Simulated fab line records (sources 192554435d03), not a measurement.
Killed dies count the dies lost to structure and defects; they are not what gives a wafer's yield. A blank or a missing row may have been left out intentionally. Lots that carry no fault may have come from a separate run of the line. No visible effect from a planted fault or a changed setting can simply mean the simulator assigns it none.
fab line records ; flow n5Finfet
record: lots: 10; wafers: 28; lastDay: 17
route steps=1938 shown MOL_CONTACT_COAG@527 BEOL_M4@1111 PASSIVATION@1936
lots that met no fault: taken from a fault-free run of the same line
startH: hours from the record's first day to the start of the lot's first wafer shown ; waitH: how many hours have passed since the lot's step before this one ; " as in the row above ; L1.1+2: a row that stands for several wafers ; - no value, or no start was given ; * or withheld: withheld ; < > ~ a bound
route shown NAME@n: a module of which the file shows steps, and the number in the route of the first ; usual: mean and standard deviation over wafers with no fault ; same: alike in all rows ; chamber/n: place in a boat ; sites: the reading at each site ; _std_site: the standard deviation of these ; _edge_site: the outer-site mean with the inner-site mean subtracted ; radiusMm: for every site, how far away it sits from the centre of the wafer ; mask NAME#n: copy n ; behind: the tool/chamber that last shaped the wafer ; hold: what put the lot on hold/how long, in hours/how the hold closed ; device: whichever transistor did not switch (one of n, p or np) ; end of line: tests of these same wafers at the route's end ; a step given without rows: its recipe and nothing more ; killed: dies lost to structure and defects at the first sort, not the wafer's yield ; map: the dies of a wafer, with x for killed, . for not killed, _ for no die there
set.NAME: setting as actually run; set.NAME@STEP: the setting as run at that earlier step ; model.NAME: the simulator's own value behind a step, which no gauge read
the route's steps for a sample of lots (tables are steps, rows are wafers)
services: when a tool's chamber went out of use (startH, in hours from the record's first day, below 0 if earlier), for how many hours, and the reason
== steps ==
step: N5_MOL_CONTACT_COAG_OVL_MEAS_09
recipe: pointsPerWafer: 522
usual: CA_OVL: 0.0/0.72
lot.wafer;tool;chamber;startH;waitH;CA_OVL[nm]
L790.4;overlay-02;0;93.29;0.0;-0.1
L790.5;overlay-02;0;93.29;0.0;0.9
L790.6;overlay-02;0;93.29;0.0;0.1
L794.1;overlay-01;0;116.36;0.0;0.9
L794.2;overlay-01;0;116.36;0.0;-0.4
L794.4;overlay-01;0;116.36;0.0;0.5
L795.2;overlay-01;0;118.10;0.0;-0.2
L795.3;overlay-01;0;118.10;0.0;0.6
L795.5;overlay-01;0;118.10;0.0;1.0
L804.3;overlay-02;0;175.64;0.0;-1.1
L804.5;overlay-02;0;175.64;0.0;-1.0
L804.6;overlay-02;0;175.64;0.0;-0.8
L805.4;overlay-02;0;183.69;0.0;-0.2
L805.5;overlay-02;0;183.69;0.0;1.3
L805.6;overlay-02;0;183.69;0.0;1.8
L807.1;overlay-02;0;193.26;0.0;-0.3
L807.4;overlay-02;0;193.26;0.0;0.3
L807.5;overlay-02;0;193.26;0.0;0.0
L808.1;overlay-01;0;198.67;0.0;0.6
L808.6;overlay-01;0;198.67;0.0;1.1
L810.1;overlay-02;0;207.16;0.0;0.4
L810.2;overlay-02;0;207.16;0.0;-0.6
L810.6;overlay-02;0;207.16;0.0;-0.5
L811.1;overlay-02;0;214.60;0.0;-0.7
L811.5;overlay-02;0;214.60;0.0;-0.9
L813.1;overlay-01;0;226.01;0.0;-0.7
L813.3;overlay-01;0;226.01;0.0;0.3
L813.5;overlay-01;0;226.01;0.0;-0.8
step: N5_MOL_CONTACT_COAG_ETCH_15
recipe: chemistry: CH3F/O2; target: SiNx; targetDepthA: 70; maskMaterial: SOC; stopOn: Si:P; overEtchFrac: 0.75; ionEnergyEv: 120; pressureMtorr: 30; sourceW: 395; biasW: 73; Ar_flow_sccm: 150; CH3F_flow_sccm: 30; O2_flow_sccm: 20
usual: drypumpMotorCurrentA: 5.6/0.52; oesProductAu: 0.61/0.05; rfVppV: 297/3.1; showerheadPlenumPTorr: 2.01/0.08; throttleValvePct: 16.26/0.17
lot.wafer;tool;chamber;startH;waitH;drypumpMotorCurrentA;oesProductAu;rfHoursCounterH;rfVppV;showerheadPlenumPTorr;throttleValvePct
L790.4;rieDiel-01;0;93.59;0.0;6.1;0.54;190;294;1.91;16.55
L790.5;rieDiel-01;3;93.59;0.0;5.7;0.70;-;298;1.96;16.22
L790.6;rieDiel-01;0;93.59;0.0;6.1;0.54;-;293;1.91;16.55
L794.1;rieDiel-01;1;116.86;0.0;5.3;0.52;189;298;1.99;16.44
L794.2;rieDiel-01;0;116.86;0.0;6.1;0.54;199;293;1.91;16.57
L794.4;rieDiel-01;3;116.86;0.0;5.7;0.67;11;297;1.96;16.23
L795.2;rieDiel-02;1;119.26;0.0;5.6;0.64;39;296;2.02;15.94
L795.3;rieDiel-02;2;119.26;0.0;5.8;0.61;58;293;2.11;16.13
L795.5;rieDiel-02;3;119.26;0.0;4.7;0.63;-;297;1.94;16.32
L804.3;rieDiel-06;3;176.14;0.0;5.2;0.64;51;304;2.11;16.21
L804.5;rieDiel-06;0;176.14;0.0;5.3;0.65;-;301;2.12;16.23
L804.6;rieDiel-06;1;176.14;0.0;6.7;0.59;-;297;1.92;16.34
L805.4;rieDiel-01;3;183.99;0.0;5.7;0.63;43;298;1.95;16.30
L805.5;rieDiel-01;0;183.99;0.0;6.1;0.52;-;294;1.90;16.62
L805.6;rieDiel-01;1;183.99;0.0;5.3;0.51;-;296;1.98;16.50
L807.1;rieDiel-02;3;193.57;0.0;4.7;0.60;78;297;1.93;16.39
L807.4;rieDiel-02;2;193.57;0.0;5.7;0.59;87;292;2.10;16.18
L807.5;rieDiel-02;3;193.57;0.0;4.7;0.60;-;296;1.93;16.37
L808.1;rieDiel-06;0;199.20;0.0;5.3;0.65;27;299;2.12;16.21
L808.6;rieDiel-06;1;199.20;0.0;6.7;0.57;-;299;1.92;16.36
L810.1;rieDiel-02;3;207.48;0.0;4.8;0.59;84;297;1.93;16.38
L810.2;rieDiel-02;1;207.48;0.0;5.6;0.60;73;296;2.01;16.00
L810.6;rieDiel-02;2;207.48;0.0;5.8;0.58;-;293;2.10;16.21
L811.1;rieDiel-02;3;214.93;0.0;4.7;0.59;87;295;1.93;16.41
L811.5;rieDiel-02;0;214.93;0.0;5.8;0.61;-;293;2.04;16.04
L813.1;rieDiel-06;2;226.71;0.0;5.4;0.62;51;302;2.12;16.41
L813.3;rieDiel-06;3;226.71;0.0;5.1;0.62;68;303;2.10;16.25
L813.5;rieDiel-06;0;226.71;0.0;5.3;0.63;-;299;2.12;16.24
step: N5_MOL_CONTACT_COAG_IMPLANT_129
recipe: species: Ge; energyKev: 3; doseCm2: 6e+14; tiltDeg: 0; rotationDeg: 0
usual: beamOnS: 38.5/1.9; doseIonsCm2: 5.999e+14/5.8e+11
lot.wafer;tool;chamber;startH;waitH;beamOnS;doseIonsCm2
L790.4;implanter-01;0;93.89;0.1;37.5;5.997e+14
L790.5;implanter-01;0;93.89;0.1;36.1;6.005e+14
L790.6;implanter-01;0;93.89;0.1;37.8;5.996e+14
L794.1;implanter-01;0;117.07;0.0;19.3;3.079e+14
L794.2;implanter-01;0;117.07;0.0;19.5;3.077e+14
L794.4;implanter-01;0;117.07;0.0;18.7;3.077e+14
L795.2;implanter-01;0;119.50;0.1;19.7;3.078e+14
L795.3;implanter-01;0;119.50;0.1;19.0;3.074e+14
L795.5;implanter-01;0;119.50;0.1;19.4;3.077e+14
L804.3;implanter-02;0;176.42;0.1;40.4;6.001e+14
L804.5;implanter-02;0;176.42;0.1;39.4;5.995e+14
L804.6;implanter-02;0;176.42;0.1;39.9;6.002e+14
L805.4;implanter-01;0;184.29;0.1;36.8;5.987e+14
L805.5;implanter-01;0;184.29;0.1;36.1;5.989e+14
L805.6;implanter-01;0;184.29;0.1;36.2;5.985e+14
L807.1;implanter-01;0;193.78;0.0;36.8;5.998e+14
L807.4;implanter-01;0;193.78;0.0;38.5;6.004e+14
L807.5;implanter-01;0;193.78;0.0;36.8;6.003e+14
L808.1;implanter-02;0;199.41;0.0;39.9;5.998e+14
L808.6;implanter-02;0;199.41;0.0;39.9;6.005e+14
L810.1;implanter-01;0;207.71;0.0;37.6;6.003e+14
L810.2;implanter-01;0;207.71;0.0;38.2;5.999e+14
L810.6;implanter-01;0;207.71;0.0;38.0;6.001e+14
L811.1;implanter-01;0;215.14;0.0;37.6;5.997e+14
L811.5;implanter-01;0;215.14;0.0;37.0;6.006e+14
L813.1;implanter-01;0;226.92;0.0;36.8;5.996e+14
L813.3;implanter-01;0;226.92;0.0;38.0;6.011e+14
L813.5;implanter-01;0;226.92;0.0;38.1;6.004e+14
step: N5_MOL_CONTACT_COAG_SIL_ANNEAL_21
recipe: tempC: 550; timeS: 60; ambient: N2
usual: lampPowerPct: 6.0/0.31; wafer_temp_C_max: 551.7/0.47
lot.wafer;tool;chamber;startH;waitH;lampPowerPct;wafer_temp_C_max
L790.4;rtpAnneal-02;0;94.82;0.3;5.6;552.1
L790.5;rtpAnneal-02;0;94.82;0.3;5.6;552.3
L790.6;rtpAnneal-02;0;94.82;0.3;5.7;551.0
L794.1;rtpAnneal-01;0;118.24;0.3;6.3;551.9
L794.2;rtpAnneal-01;0;118.24;0.3;6.3;551.6
L794.4;rtpAnneal-01;0;118.24;0.3;6.3;551.6
L795.2;rtpAnneal-01;0;120.64;0.4;6.3;551.9
L795.3;rtpAnneal-01;0;120.64;0.4;6.3;551.9
L795.5;rtpAnneal-01;0;120.64;0.4;6.3;551.4
L804.3;rtpAnneal-02;0;177.41;0.3;5.6;552.3
L804.5;rtpAnneal-02;0;177.41;0.3;5.6;552.2
L804.6;rtpAnneal-02;0;177.41;0.3;5.6;552.1
L805.4;rtpAnneal-01;0;185.30;0.3;6.3;551.5
L805.5;rtpAnneal-01;0;185.30;0.3;6.3;551.2
L805.6;rtpAnneal-01;0;185.30;0.3;6.3;551.5
L807.1;rtpAnneal-01;0;195.09;0.2;6.3;551.3
L807.4;rtpAnneal-01;0;195.09;0.2;6.3;551.9
L807.5;rtpAnneal-01;0;195.09;0.2;6.3;551.4
L808.1;rtpAnneal-01;0;200.40;0.2;6.3;550.7
L808.6;rtpAnneal-01;0;200.40;0.2;6.3;551.8
L810.1;rtpAnneal-01;0;210.10;0.2;6.3;552.2
L810.2;rtpAnneal-01;0;210.10;0.2;6.3;551.7
L810.6;rtpAnneal-01;0;210.10;0.2;6.3;552.5
L811.1;rtpAnneal-02;0;216.59;0.3;5.7;551.7
L811.5;rtpAnneal-02;0;216.59;0.3;5.6;551.2
L813.1;rtpAnneal-01;0;228.01;0.3;6.3;551.0
L813.3;rtpAnneal-01;0;228.01;0.3;6.3;550.6
L813.5;rtpAnneal-01;0;228.01;0.3;6.3;551.2
step: N5_BEOL_M4_RC_MEAS_101
usual: DIBL_N: 36.1/1.5; DIBL_P: 36.1/1.9; IOFF_N: 0.159/0.029; IOFF_P: 0.21/0.038; ION_N: 675/11; ION_P: 464/8.1; SS_N: 71.5/0.57; SS_P: 73.3/0.64; VT_N: 249/3.1; VT_P: -250/3.8
lot.wafer;tool;chamber;startH;waitH;DIBL_N[mV/V];DIBL_P[mV/V];IOFF_N[nA/um];IOFF_P[nA/um];ION_N[uA/um];ION_P[uA/um];SS_N[mV/dec];SS_P[mV/dec];VT_N[mV];VT_P[mV]
L790.4;prober-01;0;158.90;0.5;37.0;37.6;0.149;0.21;664;462;71.6;73.3;249;-251
L790.5;prober-01;0;158.90;0.5;35.4;34.6;0.118;0.17;654;457;71.8;72.9;255;-254
L790.6;prober-01;0;158.90;0.5;37.2;38.3;0.144;0.22;664;461;71.6;73.2;252;-251
L794.1;prober-02;0;192.89;0.1;34.6;34.7;0.141;0.19;683;467;70.9;72.6;250;-252
L794.2;prober-02;0;192.89;0.1;36.3;36.2;0.157;0.21;676;466;72.1;73.3;249;-250
L794.4;prober-02;0;192.89;0.1;35.7;35.8;0.162;0.21;677;469;71.3;72.5;249;-249
L795.2;prober-01;0;194.65;0.2;34.6;34.2;0.129;0.18;665;463;71.2;72.7;252;-254
L795.3;prober-01;0;194.65;0.2;37.2;38.0;0.189;0.25;684;471;72.2;74.2;248;-248
L795.5;prober-01;0;194.65;0.2;35.8;36.5;0.154;0.22;676;468;71.4;73.1;248;-250
L804.3;prober-02;0;249.42;0.6;36.8;35.6;0.172;0.18;677;454;71.0;73.2;248;-253
L804.5;prober-02;0;249.42;0.6;36.2;35.5;0.175;0.20;692;470;70.5;73.2;247;-252
L804.6;prober-02;0;249.42;0.6;37.0;36.4;0.184;0.19;686;452;71.6;74.3;245;-254
L805.4;prober-01;0;255.48;0.5;34.6;33.0;0.133;0.17;675;462;70.8;72.3;248;-253
L805.5;prober-01;0;255.48;0.5;34.1;32.4;0.122;0.16;666;459;71.0;72.4;252;-255
L805.6;prober-01;0;255.48;0.5;37.3;36.1;0.177;0.21;684;467;71.5;74.1;248;-251
L807.1;prober-01;0;269.52;0.0;35.6;37.1;0.150;0.19;663;457;71.3;73.5;253;-254
L807.4;prober-01;0;269.52;0.0;36.9;37.5;0.166;0.19;676;460;72.4;73.6;248;-254
L807.5;prober-01;0;269.52;0.0;36.6;37.7;0.169;0.20;675;457;72.3;73.7;251;-254
L808.1;prober-01;0;274.06;0.0;35.3;36.4;0.159;0.21;688;463;72.2;73.5;248;-249
L808.6;prober-01;0;274.06;0.0;37.3;39.1;0.206;0.26;689;468;72.0;74.1;244;-247
L810.1;prober-01;0;281.30;0.0;37.1;36.9;0.177;0.26;686;476;72.1;73.8;245;-245
L810.2;prober-01;0;281.30;0.0;36.9;37.2;0.184;0.28;691;481;71.4;73.1;248;-241
L810.6;prober-01;0;281.30;0.0;38.5;39.3;0.213;0.31;702;479;72.2;73.5;244;-241
L811.1;prober-02;0;300.63;0.0;35.6;36.6;0.159;0.20;674;456;71.3;72.6;247;-252
L811.5;prober-02;0;300.63;0.0;34.5;34.6;0.131;0.17;664;456;71.1;73.1;252;-255
L813.1;prober-01;0;321.45;0.0;36.2;36.8;0.181;0.23;684;469;71.1;73.3;247;-247
L813.3;prober-01;0;321.45;0.0;36.6;36.4;0.180;0.23;680;468;70.9;72.5;246;-248
L813.5;prober-01;0;321.45;0.0;34.8;36.0;0.168;0.23;686;473;71.5;73.6;244;-247
step: N5_PASSIVATION_PROBE_49
usual: defectLimitedYield: 91.5/1.6; killed_at_M0_to_M3: 33/10; killed_at_M4_up: 13/5.6; killedAtContacts: 13/6; killedAtFrontEnd: 39/12; killedAtOther: 3.0/2.8; killedDies: 101/19; killedOpen: 65/13; killedShort: 32/8.3; sort_bin_5_function: 5.0/1; sort_bin_6_memory: 3.1/0.69; sortNPass: 1079/19; sortYieldPct: 91.5/1.6
same: grossDies: 1180; killedAtBackSide: 0; sort_bin_4_leakage[%]: 0; sort_bin_8_speed[%]: 0
lot.wafer;tool;chamber;startH;waitH;defectLimitedYield[%];killed_at_M0_to_M3;killed_at_M4_up;killedAtContacts;killedAtFrontEnd;killedAtOther;killedDies;killedOpen;killedShort;sort_bin_5_function[%];sort_bin_6_memory[%];sortNPass;sortYieldPct[%]
L804.3;prober-01;-;355.55;0.1;91.7;27;16;18;37;0;98;70;28;5.0;3.1;1082;91.7
L804.5;prober-01;-;355.65;0.2;92.5;34;14;12;28;0;88;52;34;3.9;3.2;1092;92.5
L804.6;prober-01;-;355.70;0.3;92.7;28;10;16;30;2;86;58;26;5.1;1.9;1094;92.7
killed by level:class
L804.3 FIN_SAQP:geometricParticle:open=17 MOL_CONTACT_COAG:geometricParticle:open=11 BEOL_M0_SAQP:geometricParticle:short=8 BEOL_M3:geometricParticle:open=8 MOL_CONTACT_COAG:geometricParticle:short=7 STI_FIN_REVEAL:geometricParticle:open=5 BEOL_M0_SAQP:geometricParticle:open=5 DUMMY_GATE:geometricParticle:open=4
L804.5 BEOL_M3:geometricParticle:open=12 MOL_CONTACT_COAG:geometricParticle:open=9 BEOL_M0_SAQP:geometricParticle:short=8 BEOL_M4:geometricParticle:open=6 FIN_SAQP:geometricParticle:open=4 FIN_SAQP:geometricParticle:short=4 BEOL_M1:geometricParticle:open=4 BEOL_M3:geometricParticle:short=4
L804.6 MOL_CONTACT_COAG:geometricParticle:open=13 BEOL_M0_SAQP:geometricParticle:open=7 DUMMY_GATE:geometricParticle:open=6 BEOL_M0_SAQP:geometricParticle:short=6 FIN_SAQP:geometricParticle:short=4 FIN_SAQP:geometricParticle:open=4 BEOL_M1:geometricParticle:open=4 BEOL_M3:geometricParticle:open=4
== services ==
tool;chamber;startH;hours;kind
rieDiel-01;3;73.94;-;clean
rieDiel-01;3;73.94;-;consumableReplace:focusRing
rieDiel-01;3;73.94;15.8;scheduledDown
rieDiel-01;3;73.94;15.8;ventCycle
rieDiel-06;0;75.26;-;clean
rieDiel-06;0;75.26;-;consumableReplace:focusRing
rieDiel-06;0;75.26;-;consumableReplace:showerhead
rieDiel-06;0;75.26;18.5;scheduledDown
rieDiel-06;0;75.26;18.5;ventCycle
rieDiel-06;2;83.58;4.7;repair
rieDiel-02;2;92.12;3.4;repair
rieDiel-06;-;104.51;28.1;pm
implanter-01;-;125.82;2.6;pm
rieDiel-02;0;145.20;4.2;repair
rieDiel-01;2;155.86;-;clean
rieDiel-01;2;155.86;-;consumableReplace:focusRing
rieDiel-01;2;155.86;24.8;scheduledDown
rieDiel-01;2;155.86;24.8;ventCycle
implanter-01;-;173.72;3.7;repair
implanter-02;-;202.75;1.8;repair
implanter-02;-;218.17;20.3;pm
rieDiel-06;3;219.51;1.4;repair
== key ==
firstSign: step: N5_MOL_CONTACT_COAG_IMPLANT_129; reading: doseIonsCm2; direction: down; sigmas: 99+; usual: 5.999e+14; struck: 3.077e+14
effect: step: N5_MOL_CONTACT_COAG_IMPLANT_129; reading: beamOnS; direction: down; sigmas: 10; usual: 38.5; struck: 19.3
metAt N5_MOL_CONTACT_COAG_IMPLANT_129
struckLots L794,L795
notActingAt N5_MOL_CONTACT_COAG_OVL_MEAS_09,N5_MOL_CONTACT_COAG_ETCH_15,N5_MOL_CONTACT_COAG_SIL_ANNEAL_21
onsetBetween 93.89 117.07
fault: kind: processParameterDrift; tool: implanter-01; chamber: -; onsetH: 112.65; steps: N5_MOL_CONTACT_COAG_IMPLANT_129; channel: doseCm2; offset: -2.9209e+14; shape: step; endH: 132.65; actsIn: theseRecipesOnly; stated: 6e+14
